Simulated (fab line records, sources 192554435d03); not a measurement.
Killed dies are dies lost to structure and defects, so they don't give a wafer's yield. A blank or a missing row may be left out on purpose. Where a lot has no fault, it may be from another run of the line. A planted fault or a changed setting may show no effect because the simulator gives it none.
Split-lot study || flow n5-finfet || 39 wafers read across 7 lots, on a route 1938 steps long

== SPLIT DETAILS ==
At N5_BEOL_M5_HM_DEP_02 (deposits TiN, target thk 20 nm), the setting target-thk-a was moved away from the recipe's 200 angstrom on 15 of the 39 wafers read, by -40.1% to +38.1%. This setting was run at the recipe's value on the other wafers.

== FROM THE SPLIT TO THE READING: what the file shows between them, 4 steps ==
- N5_BEOL_M5_COAT_59: time 60 s, resist thk 60 nm
- N5_BEOL_M5_COAT_60: time 60 s, resist thk 12 nm
- N5_BEOL_M5_STRIP_73: strips in N2/H2
- N5_BEOL_M5_STRIP_64: strips in CF4

== THE READING ==
etch.depth-nm (the simulator's own value, which no gauge read), in nm, at N5_BEOL_M5_HM_OPEN_17 (chemistry Cl2/BCl3, target TiN, target depth 20 nm, overetch 6 nm). The file does not state a usual value for it. The 24 wafers here that ran the recipe average 19.87 nm, standard deviation 0.12 nm.

{"wafer": "L075.1", "tool, chamber at the split": "pvd-sputter-01, -", "target-thk-a as run, angstrom": 274.4, "against the recipe": "+37.2%", "etch.depth-nm, nm": 27.4, "against lot-mates on the recipe": "+7.50"}
{"wafer": "L075.2", "tool, chamber at the split": "pvd-sputter-01, -", "target-thk-a as run, angstrom": 200, "against the recipe": "recipe", "etch.depth-nm, nm": 19.9, "against lot-mates on the recipe": "-"}
{"wafer": "L075.3", "tool, chamber at the split": "pvd-sputter-01, -", "target-thk-a as run, angstrom": 274.4, "against the recipe": "+37.2%", "etch.depth-nm, nm": 27.25, "against lot-mates on the recipe": "+7.35"}
{"wafer": "L075.4", "tool, chamber at the split": "pvd-sputter-01, -", "target-thk-a as run, angstrom": 200, "against the recipe": "recipe", "etch.depth-nm, nm": 19.94, "against lot-mates on the recipe": "-"}
{"wafer": "L075.5", "tool, chamber at the split": "pvd-sputter-01, -", "target-thk-a as run, angstrom": 274.4, "against the recipe": "+37.2%", "etch.depth-nm, nm": 27.3, "against lot-mates on the recipe": "+7.40"}
{"wafer": "L075.6", "tool, chamber at the split": "pvd-sputter-01, -", "target-thk-a as run, angstrom": 200, "against the recipe": "recipe", "etch.depth-nm, nm": 19.86, "against lot-mates on the recipe": "-"}
{"wafer": "L076.1", "tool, chamber at the split": "pvd-sputter-03, -", "target-thk-a as run, angstrom": 200, "against the recipe": "recipe", "etch.depth-nm, nm": 19.99, "against lot-mates on the recipe": "-"}
{"wafer": "L076.2", "tool, chamber at the split": "pvd-sputter-03, -", "target-thk-a as run, angstrom": 119.8, "against the recipe": "-40.1%", "etch.depth-nm, nm": 12, "against lot-mates on the recipe": -7.97}
{"wafer": "L076.3", "tool, chamber at the split": "pvd-sputter-03, -", "target-thk-a as run, angstrom": 200, "against the recipe": "recipe", "etch.depth-nm, nm": 19.87, "against lot-mates on the recipe": "-"}
{"wafer": "L076.4", "tool, chamber at the split": "pvd-sputter-03, -", "target-thk-a as run, angstrom": 200, "against the recipe": "recipe", "etch.depth-nm, nm": 20.05, "against lot-mates on the recipe": "-"}
{"wafer": "L076.5", "tool, chamber at the split": "pvd-sputter-03, -", "target-thk-a as run, angstrom": 119.8, "against the recipe": "-40.1%", "etch.depth-nm, nm": 12.3, "against lot-mates on the recipe": -7.67}
{"wafer": "L076.6", "tool, chamber at the split": "pvd-sputter-03, -", "target-thk-a as run, angstrom": 119.8, "against the recipe": "-40.1%", "etch.depth-nm, nm": 11.75, "against lot-mates on the recipe": -8.22}
{"wafer": "L080.1", "tool, chamber at the split": "pvd-sputter-01, -", "target-thk-a as run, angstrom": 276.2, "against the recipe": "+38.1%", "etch.depth-nm, nm": 26.21, "against lot-mates on the recipe": "+6.37"}
{"wafer": "L080.2", "tool, chamber at the split": "pvd-sputter-01, -", "target-thk-a as run, angstrom": 200, "against the recipe": "recipe", "etch.depth-nm, nm": 19.9, "against lot-mates on the recipe": "-"}
{"wafer": "L080.3", "tool, chamber at the split": "pvd-sputter-01, -", "target-thk-a as run, angstrom": 276.2, "against the recipe": "+38.1%", "etch.depth-nm, nm": 25.81, "against lot-mates on the recipe": "+5.97"}
{"wafer": "L080.4", "tool, chamber at the split": "pvd-sputter-01, -", "target-thk-a as run, angstrom": 200, "against the recipe": "recipe", "etch.depth-nm, nm": 19.82, "against lot-mates on the recipe": "-"}
{"wafer": "L080.5", "tool, chamber at the split": "pvd-sputter-01, -", "target-thk-a as run, angstrom": 276.2, "against the recipe": "+38.1%", "etch.depth-nm, nm": 26.23, "against lot-mates on the recipe": "+6.39"}
{"wafer": "L080.6", "tool, chamber at the split": "pvd-sputter-01, -", "target-thk-a as run, angstrom": 200, "against the recipe": "recipe", "etch.depth-nm, nm": 19.8, "against lot-mates on the recipe": "-"}
{"wafer": "L088.1", "tool, chamber at the split": "pvd-sputter-03, -", "target-thk-a as run, angstrom": 126.4, "against the recipe": "-36.8%", "etch.depth-nm, nm": 12.85, "against lot-mates on the recipe": -7.04}
{"wafer": "L088.2", "tool, chamber at the split": "pvd-sputter-03, -", "target-thk-a as run, angstrom": 126.4, "against the recipe": "-36.8%", "etch.depth-nm, nm": 12.98, "against lot-mates on the recipe": -6.91}
{"wafer": "L088.3", "tool, chamber at the split": "pvd-sputter-03, -", "target-thk-a as run, angstrom": 200, "against the recipe": "recipe", "etch.depth-nm, nm": 19.93, "against lot-mates on the recipe": "-"}
{"wafer": "L088.4", "tool, chamber at the split": "pvd-sputter-03, -", "target-thk-a as run, angstrom": 200, "against the recipe": "recipe", "etch.depth-nm, nm": 19.83, "against lot-mates on the recipe": "-"}
{"wafer": "L088.5", "tool, chamber at the split": "pvd-sputter-03, -", "target-thk-a as run, angstrom": 126.4, "against the recipe": "-36.8%", "etch.depth-nm, nm": 12.82, "against lot-mates on the recipe": -7.07}
{"wafer": "L088.6", "tool, chamber at the split": "pvd-sputter-03, -", "target-thk-a as run, angstrom": 200, "against the recipe": "recipe", "etch.depth-nm, nm": 19.9, "against lot-mates on the recipe": "-"}
{"wafer": "L090.1", "tool, chamber at the split": "pvd-sputter-01, -", "target-thk-a as run, angstrom": 200, "against the recipe": "recipe", "etch.depth-nm, nm": 19.98, "against lot-mates on the recipe": "-"}
{"wafer": "L090.2", "tool, chamber at the split": "pvd-sputter-01, -", "target-thk-a as run, angstrom": 200, "against the recipe": "recipe", "etch.depth-nm, nm": 19.88, "against lot-mates on the recipe": "-"}
{"wafer": "L090.3", "tool, chamber at the split": "pvd-sputter-01, -", "target-thk-a as run, angstrom": 200, "against the recipe": "recipe", "etch.depth-nm, nm": 20, "against lot-mates on the recipe": "-"}
{"wafer": "L090.4", "tool, chamber at the split": "pvd-sputter-01, -", "target-thk-a as run, angstrom": 200, "against the recipe": "recipe", "etch.depth-nm, nm": 19.92, "against lot-mates on the recipe": "-"}
{"wafer": "L090.5", "tool, chamber at the split": "pvd-sputter-01, -", "target-thk-a as run, angstrom": 200, "against the recipe": "recipe", "etch.depth-nm, nm": 19.91, "against lot-mates on the recipe": "-"}
{"wafer": "L090.6", "tool, chamber at the split": "pvd-sputter-01, -", "target-thk-a as run, angstrom": 200, "against the recipe": "recipe", "etch.depth-nm, nm": 20.11, "against lot-mates on the recipe": "-"}
{"wafer": "L091.1", "tool, chamber at the split": "pvd-sputter-03, -", "target-thk-a as run, angstrom": 200, "against the recipe": "recipe", "etch.depth-nm, nm": 19.73, "against lot-mates on the recipe": "-"}
{"wafer": "L091.2", "tool, chamber at the split": "pvd-sputter-03, -", "target-thk-a as run, angstrom": 200, "against the recipe": "recipe", "etch.depth-nm, nm": 19.59, "against lot-mates on the recipe": "-"}
{"wafer": "L091.3", "tool, chamber at the split": "pvd-sputter-03, -", "target-thk-a as run, angstrom": 155.5, "against the recipe": "-22.3%", "etch.depth-nm, nm": 15.39, "against lot-mates on the recipe": -4.28}
{"wafer": "L091.4", "tool, chamber at the split": "pvd-sputter-03, -", "target-thk-a as run, angstrom": 155.5, "against the recipe": "-22.3%", "etch.depth-nm, nm": 15.54, "against lot-mates on the recipe": -4.13}
{"wafer": "L091.5", "tool, chamber at the split": "pvd-sputter-03, -", "target-thk-a as run, angstrom": 200, "against the recipe": "recipe", "etch.depth-nm, nm": 19.69, "against lot-mates on the recipe": "-"}
{"wafer": "L091.6", "tool, chamber at the split": "pvd-sputter-03, -", "target-thk-a as run, angstrom": 155.5, "against the recipe": "-22.3%", "etch.depth-nm, nm": 15.5, "against lot-mates on the recipe": -4.17}
{"wafer": "L094.1", "tool, chamber at the split": "pvd-sputter-03, -", "target-thk-a as run, angstrom": 200, "against the recipe": "recipe", "etch.depth-nm, nm": 19.9, "against lot-mates on the recipe": "-"}
{"wafer": "L094.3", "tool, chamber at the split": "pvd-sputter-03, -", "target-thk-a as run, angstrom": 200, "against the recipe": "recipe", "etch.depth-nm, nm": 19.6, "against lot-mates on the recipe": "-"}
{"wafer": "L094.6", "tool, chamber at the split": "pvd-sputter-03, -", "target-thk-a as run, angstrom": 200, "against the recipe": "recipe", "etch.depth-nm, nm": 19.77, "against lot-mates on the recipe": "-"}

THE FIT
A straight line over all 39 wafers: etch.depth-nm changes by +0.188 nm for each +1% of target-thk-a; r = +1.00; the points scatter about the line by 0.34 nm.
The same after taking each lot's own level away (the mean of its wafers on the recipe; 39 wafers): +0.188 nm for each +1%; r = +1.00; scatter 0.32 nm.
Per that fit: largest target-thk-a move, reading shift of 7.5 nm.
From 19.670 to 19.970 nm: that is the span of the lots' own levels, equal to 2.4 times the standard deviation above.
So the lot-to-lot level changes the slope little: the two slopes agree.
Check: with one of the wafers moved furthest among these (-40.1%) left out of the fit, the line predicts -7.57 nm for it against its lot-mates. It came out at -7.97 nm against them.

== ADDITIONAL SPLITS CARRIED BY THESE WAFERS ==
Before the reading, these wafers also passed through other splits. Each is held against what the fit with the lots' levels taken away leaves over:
{"other split on the same wafers": "N5_ZERO_LAYER_ETCH_18 target-depth-a", "wafers away from the commonest value": 12, "r with etch.depth-nm (lot level and that fit taken away)": -0.15}
{"other split on the same wafers": "N5_FIN_SAQP_DEVELOP_15 develop-time-s", "wafers away from the commonest value": 12, "r with etch.depth-nm (lot level and that fit taken away)": -0.29}
{"other split on the same wafers": "N5_HKMG_FIN_ALD_36 ald-cycles", "wafers away from the commonest value": 18, "r with etch.depth-nm (lot level and that fit taken away)": "+0.19"}
{"other split on the same wafers": "N5_BEOL_M2_ALD_84 ald-cycles", "wafers away from the commonest value": 9, "r with etch.depth-nm (lot level and that fit taken away)": -0.05}
{"other split on the same wafers": "N5_BEOL_M3_CVD_47 target-thk-a", "wafers away from the commonest value": 18, "r with etch.depth-nm (lot level and that fit taken away)": "+0.00"}

== THE WHOLE CHAIN: every reading that the file lists as answering this split, in the file's order ==
{"step": "N5_BEOL_M5_HM_DEP_02", "what it does": "deposits TiN, target thk 20 nm", "reading": "TiN_of_BEOL_M5_HM_DEP_02.thk-nm (the simulator's own value, which no gauge read)", "change (the file's fit)": "+0.196 nm for each +1% of the setting", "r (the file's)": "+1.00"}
{"step": "N5_BEOL_M5_HM_OPEN_17", "what it does": "chemistry Cl2/BCl3, target TiN, target depth 20 nm, overetch 6 nm", "reading": "etch.depth-nm (the simulator's own value, which no gauge read)", "change (the file's fit)": "+0.188 nm for each +1% of the setting", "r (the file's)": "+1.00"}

== FILE'S OWN FIT ==
etch.depth-nm changes by +0.188 nm for each +1% of target-thk-a, r = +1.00.
